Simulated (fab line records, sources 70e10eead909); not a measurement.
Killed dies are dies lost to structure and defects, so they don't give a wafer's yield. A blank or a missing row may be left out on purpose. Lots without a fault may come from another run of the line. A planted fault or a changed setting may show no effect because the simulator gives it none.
Which tool did it? | flow nand_harc | 7 lots, 21 wafers sampled, at 4 steps of a route of 1159

WHAT THE GAUGES READ, wafer by wafer
NHARC_A_BONDPAD_THK_MEAS_20: measures by xrf.
lot  | measured     | on            | thk_nm (nm)
L722 | day 18 08:18 | film_metro-01 | 168.4 168.5 168.5
L724 | day 18 23:11 | film_metro-01 | 169.9 171.6 168.3
L723 | day 19 12:31 | film_metro-01 | 168.4 168.0 166.3
L727 | day 20 09:05 | film_metro-01 | 171.0 167.5 171.0
L731 | day 21 06:25 | film_metro-02 | 168.0 171.1 168.9
L739 | day 23 07:20 | film_metro-01 | 30.3 29.7 29.7
L742 | day 24 11:34 | film_metro-01 | 167.7 170.0 168.0

WHICH TOOL RAN EACH LOT (tool, then ch and the chambers of the sampled wafers, then the start)
lot  | NHARC_A_M1_ANNEAL_31             | NHARC_A_BONDPAD_ETCH_12                       | NHARC_A_BONDPAD_ECD_18
L722 | rtp_anneal-01 ch 0, day 18 03:00 | rie_diel-13 ch 1,2, day 18 07:19 or earlier   | ecd_cu-01 ch 0,1, day 18 07:19
L724 | rtp_anneal-02 ch 0, day 18 17:44 | rie_diel-13 ch 0,1, day 18 22:13 or earlier   | ecd_cu-01 ch 0,1, day 18 22:13
L723 | rtp_anneal-01 ch 0, day 19 07:13 | rie_diel-13 ch 1,2, day 19 11:29 or earlier   | ecd_cu-01 ch 0,1, day 19 11:29
L727 | rtp_anneal-01 ch 0, day 20 03:35 | rie_diel-13 ch 0,3, day 20 07:52 or earlier   | ecd_cu-01 ch 0,1, day 20 07:52
L731 | rtp_anneal-02 ch 0, day 21 01:15 | rie_diel-09 ch 0,1,2, day 21 05:23 or earlier | ecd_cu-01 ch 0,1, day 21 05:23
L739 | rtp_anneal-01 ch 0, day 23 01:50 | rie_diel-13 ch 0,2,3, day 23 06:20 or earlier | ecd_cu-01 ch 0,1, day 23 06:20
L742 | rtp_anneal-01 ch 0, day 24 05:47 | rie_diel-09 ch 0,1,3, day 24 10:21 or earlier | ecd_cu-02 ch 0,1, day 24 10:21
- NHARC_A_M1_ANNEAL_31: time 90 s.
- NHARC_A_BONDPAD_ETCH_12: etches the open film in CHF3/O2, target depth 220 nm, time 110 s.
- NHARC_A_BONDPAD_ECD_18: material Cu, target thk 400 nm.

THE ANSWER, worked out from the rows above alone
Rule: what is usual is taken from the lots themselves. Put in order of their means at a reading, lots are off if they are a third of the lots or fewer, leave a main group of 4 or more, and stand apart from it by a gap of 3 or more times the standard deviation of the main group's means; of several such gaps the widest counts. A main group whose means are all the same, to the digits that the tables above print for the reading, isn't used. A lot without any number at a reading at which 4 lots or more have one is off too. The other lots that the step has rows for count as sound.
Off: L739, at NHARC_A_BONDPAD_THK_MEAS_20 (thk_nm). The main group: mean 168.9 nm, standard deviation 0.84.
A tool fits if, at a process step before that reading, it ran every lot that is off, and no sound lot after the first of them. The gauges at NHARC_A_BONDPAD_THK_MEAS_20 are tried like those tools. NHARC_A_BONDPAD_ETCH_12 gives no start for some lots, so the hours and the order of its lots are those of NHARC_A_BONDPAD_ECD_18. Can't be told from this: 2 tools fit, rie_diel-13 at NHARC_A_BONDPAD_ETCH_12, ecd_cu-01 at NHARC_A_BONDPAD_ECD_18.

WHAT THE SIMULATOR HAD PUT IN
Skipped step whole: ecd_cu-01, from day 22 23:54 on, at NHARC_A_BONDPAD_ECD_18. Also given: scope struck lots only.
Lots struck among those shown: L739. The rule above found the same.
